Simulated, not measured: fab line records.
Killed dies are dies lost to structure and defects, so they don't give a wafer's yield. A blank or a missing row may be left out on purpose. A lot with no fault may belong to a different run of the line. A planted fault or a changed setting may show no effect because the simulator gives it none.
Which of the tools did it?    flow nand-harc    Sampling: 11 lots, 33 wafers, 6 of 1159 route steps

WHAT EACH GAUGE READ, for each wafer
NHARC_A_CONTACT_INSPECT_10. Usual: raw-defect-count at 31, with a standard deviation of 17.
lot   measured      on                 raw-defect-count  flag
L970  day 16 23:05  defect-inspect-02  22 20 24          
L972  day 17 07:11  defect-inspect-02  18 19 27          
L976  day 18 23:05  defect-inspect-02  28 25 21          
L979  day 19 17:53  defect-inspect-02  547 500 503       OFF
L980  day 19 21:22  defect-inspect-01  491 463 501       OFF
L984  day 20 16:58  defect-inspect-01  18 13 14          
L987  day 20 22:58  defect-inspect-01  35 27 40          
L986  day 21 05:02  defect-inspect-01  20 34 27          
L988  day 21 17:34  defect-inspect-02  37 50 41          
L992  day 22 08:12  defect-inspect-02  11 11 4           
L989  day 22 11:10  defect-inspect-02  72 72 58          

NHARC_END_SORT_01. Usual: killed-at-array 29, standard deviation 13; killed-at-other 0.7, standard deviation 1; killed-at-periphery 3.2, standard deviation 2.3; killed-dies 33, standard deviation 13; killed-open 3.3, standard deviation 1.7; killed-short 2.0, standard deviation 1.5.
lot   measured      on         killed-at-array  killed-at-other  killed-at-periphery  killed-dies  killed-open  killed-short  flag
L979  day 22 01:38  prober-02  92 95 88         0 0 0            1 1 0                93 96 88     3 5 4        0 2 2         OFF
L980  day 22 02:29  prober-01  77 71 79         2 1 0            8 5 6                87 77 85     3 1 3        2 2 0         OFF

WHICH TOOL RAN EACH LOT (tool, then ch and the chambers of the sampled wafers, then the start)
lot   NHARC_A_CONTACT_DEP_85           NHARC_A_CONTACT_ETCH_30                        NHARC_A_CONTACT_ETCH_31                        NHARC_A_CONTACT_ETCH_138
L970  pecvd-01 ch 0,2, day 16 22:22    rie-diel-11 ch 0,2, day 17 00:54 or earlier    rie-diel-11 ch 0,1, day 17 00:54 or earlier    har-cap-etch-01 ch 1, day 17 00:54
L972  pecvd-04 ch 0,1,2, day 17 06:29  rie-diel-09 ch 1,2,3, day 17 08:52 or earlier  rie-diel-09 ch 0,1, day 17 08:52 or earlier    har-cap-etch-02 ch 0,1, day 17 08:52
L976  pecvd-04 ch 0,1,2, day 18 22:14  rie-diel-11 ch 1,2,3, day 19 00:43 or earlier  rie-diel-11 ch 1,2,3, day 19 00:43 or earlier  har-cap-etch-03 ch 0,1, day 19 00:43
L979  pecvd-02 ch 0,1, day 19 17:07    rie-diel-09 ch 0,1,3, day 19 19:31 or earlier  rie-diel-09 ch 1,2, day 19 19:31 or earlier    har-cap-etch-03 ch 0,1, day 19 19:31
L980  pecvd-02 ch 0,1, day 19 20:36    rie-diel-01 ch 1,2,3, day 19 23:08 or earlier  rie-diel-01 ch 0,1,3, day 19 23:08 or earlier  har-cap-etch-03 ch 0,1, day 19 23:08
L984  pecvd-01 ch 0,1, day 20 16:07    rie-diel-01 ch 1,3, day 20 18:56 or earlier    rie-diel-01 ch 0,1,3, day 20 18:56 or earlier  har-cap-etch-02 ch 0,1, day 20 18:56
L987  pecvd-01 ch 0,2, day 20 22:19    rie-diel-11 ch 0,2,3, day 21 00:39 or earlier  rie-diel-11 ch 0,3, day 21 00:39 or earlier    har-cap-etch-03 ch 0,1, day 21 00:39
L986  pecvd-01 ch 0,1, day 21 04:11    rie-diel-09 ch 1,3, day 21 06:46 or earlier    rie-diel-09 ch 1,2,3, day 21 06:46 or earlier  har-cap-etch-02 ch 0,1, day 21 06:46
L988  pecvd-04 ch 1,2, day 21 16:51    rie-diel-09 ch 1,2,3, day 21 20:12 or earlier  rie-diel-09 ch 1,2,3, day 21 20:12 or earlier  har-cap-etch-03 ch 0,1, day 21 20:12
L992  pecvd-04 ch 0,1,2, day 22 07:32  rie-diel-11 ch 0,1, day 22 09:59 or earlier    rie-diel-11 ch 0,2,3, day 22 09:59 or earlier  har-cap-etch-02 ch 0, day 22 09:59
L989  pecvd-01 ch 0,2, day 22 10:22    rie-diel-11 ch 1,3, day 22 12:52 or earlier    rie-diel-11 ch 0,3, day 22 12:52 or earlier    har-cap-etch-03 ch 0,1, day 22 12:52
- NHARC_A_CONTACT_DEP_85: deposits SiON, target thk 50 nm.
- NHARC_A_CONTACT_ETCH_30: etches the open film in CF4/CHF3, target depth 60.5 nm, time 30.2 s.
- NHARC_A_CONTACT_ETCH_31: etches the open film in O2/COS, target depth 2000 nm, time 520 s.
- NHARC_A_CONTACT_ETCH_138: etches the open film in C4F8/O2/Ar, time 132 s, target depth 1289 nm.

WHAT THE TOOLS THEMSELVES READ (means of the sampled wafers that have a number; where no wafer has one, the mark that the record gives instead)
NHARC_A_CONTACT_DEP_85. Usual: heater-power-w 729 W, standard deviation 71; showerhead-vpp-V 1131 V, standard deviation 57.
lot   tool      heater-power-w (W)  showerhead-vpp-V (V)  flag
L970  pecvd-01  705                 1179                  
L972  pecvd-04  745                 1121                  
L976  pecvd-04  761                 1115                  
L979  pecvd-02  656                 1077                  
L980  pecvd-02  645                 1087                  
L984  pecvd-01  707                 1177                  
L987  pecvd-01  654                 1171                  
L986  pecvd-01  718                 1180                  
L988  pecvd-04  760                 1128                  
L992  pecvd-04  755                 1120                  
L989  pecvd-01  718                 1206                  

NHARC_A_CONTACT_ETCH_30. Usual: bias-w 200.0 W, standard deviation 0.54; drypump-motor-current-A 5.5 A, standard deviation 0.32; oes-product-au 0.941 a.u., standard deviation 0.024; rf-vpp-V 370.7 V, standard deviation 2.4; showerhead-plenum-p-Torr 1.57 Torr, standard deviation 0.066; throttle-valve-pct 16.803 %, standard deviation 0.0088.
lot   tool         bias-w (W)  drypump-motor-current-A (A)  oes-product-au (a.u.)  rf-vpp-V (V)  showerhead-plenum-p-Torr (Torr)  throttle-valve-pct (%)  flag
L970  rie-diel-11  199.6       5.7                          0.978                  368.0         1.52                             16.803                  
L972  rie-diel-09  199.7       5.7                          0.919                  370.7         1.56                             16.804                  
L976  rie-diel-11  199.8       5.5                          0.983                  371.3         1.60                             16.807                  
L979  rie-diel-09  200.3       5.5                          0.961                  369.5         1.56                             16.798                  
L980  rie-diel-01  199.8       5.4                          0.926                  372.1         1.63                             16.801                  
L984  rie-diel-01  199.6       5.2                          0.921                  371.9         1.63                             16.802                  
L987  rie-diel-11  199.7       5.7                          0.979                  370.7         1.54                             16.805                  
L986  rie-diel-09  199.9       5.7                          0.918                  371.2         1.57                             16.803                  
L988  rie-diel-09  199.7       5.7                          0.923                  369.5         1.55                             16.802                  
L992  rie-diel-11  200.3       5.2                          0.958                  370.5         1.56                             16.800                  
L989  rie-diel-11  200.0       5.4                          0.929                  371.0         1.56                             16.804                  

NHARC_A_CONTACT_ETCH_31. Usual: bias-w 300.0 W, standard deviation 0.94; drypump-motor-current-A 5.5 A, standard deviation 0.32; oes-product-au 1.003 a.u., standard deviation 0.011; rf-vpp-V 314.0 V, standard deviation 2.1; showerhead-plenum-p-Torr 3.11 Torr, standard deviation 0.13; throttle-valve-pct 28.329 %, standard deviation 0.0093.
lot   tool         bias-w (W)  drypump-motor-current-A (A)  oes-product-au (a.u.)  rf-vpp-V (V)  showerhead-plenum-p-Torr (Torr)  throttle-valve-pct (%)  flag
L970  rie-diel-11  299.1       5.2                          1.005                  314.1         3.11                             28.342                  
L972  rie-diel-09  299.8       5.2                          1.000                  313.9         3.06                             28.327                  
L976  rie-diel-11  299.4       5.5                          1.014                  315.7         3.18                             28.328                  
L979  rie-diel-09  299.7       5.6                          0.986                  311.4         3.01                             28.344                  
L980  rie-diel-01  300.3       5.4                          1.000                  315.8         3.20                             28.326                  
L984  rie-diel-01  299.5       5.4                          1.008                  315.4         3.20                             28.333                  
L987  rie-diel-11  299.8       5.6                          1.007                  311.9         2.94                             28.329                  
L986  rie-diel-09  300.6       5.8                          0.989                  312.9         3.07                             28.334                  
L988  rie-diel-09  299.6       5.8                          0.991                  313.3         3.07                             28.327                  
L992  rie-diel-11  299.8       5.7                          1.007                  313.5         3.06                             28.329                  
L989  rie-diel-11  299.8       5.6                          1.011                  310.1         2.93                             28.322                  

THE ANSWER, worked out from the rows above alone
Rule: lot off if the mean of its wafers having a number is beyond 3 standard deviations from the usual mean. Also off: a lot with no number at a reading for which 4 or more lots have one. The other lots that the step has rows for count as sound. After the gauges, taken in route order, come the tools' own readings; for these a lot's mean is taken, as printed above. The first step at which some lot is off is used, and at that step the reading that is off furthest; a lot without a number counts as furthest.
Off: L979, L980 (NHARC_A_CONTACT_INSPECT_10, raw-defect-count).
A tool fits if, at a process step before that reading, it ran every lot that is off, and no sound lot after the first of them. Not tried: the gauges at NHARC_A_CONTACT_INSPECT_10; whatever is off there is also off at NHARC_END_SORT_01, on other tools, and gauge error can't account for it. One fits: NHARC_A_CONTACT_DEP_85 on pecvd-02. It ran no sound lot before its first lot that is off in this sample, so the start can't be narrowed down.

WHAT THE SIMULATOR HAD PUT IN
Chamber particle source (pecvd-02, NHARC_A_CONTACT_DEP_85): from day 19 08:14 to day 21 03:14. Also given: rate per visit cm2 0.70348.
Shown lots that were struck: L979, L980. The rule given above showed the same thing.
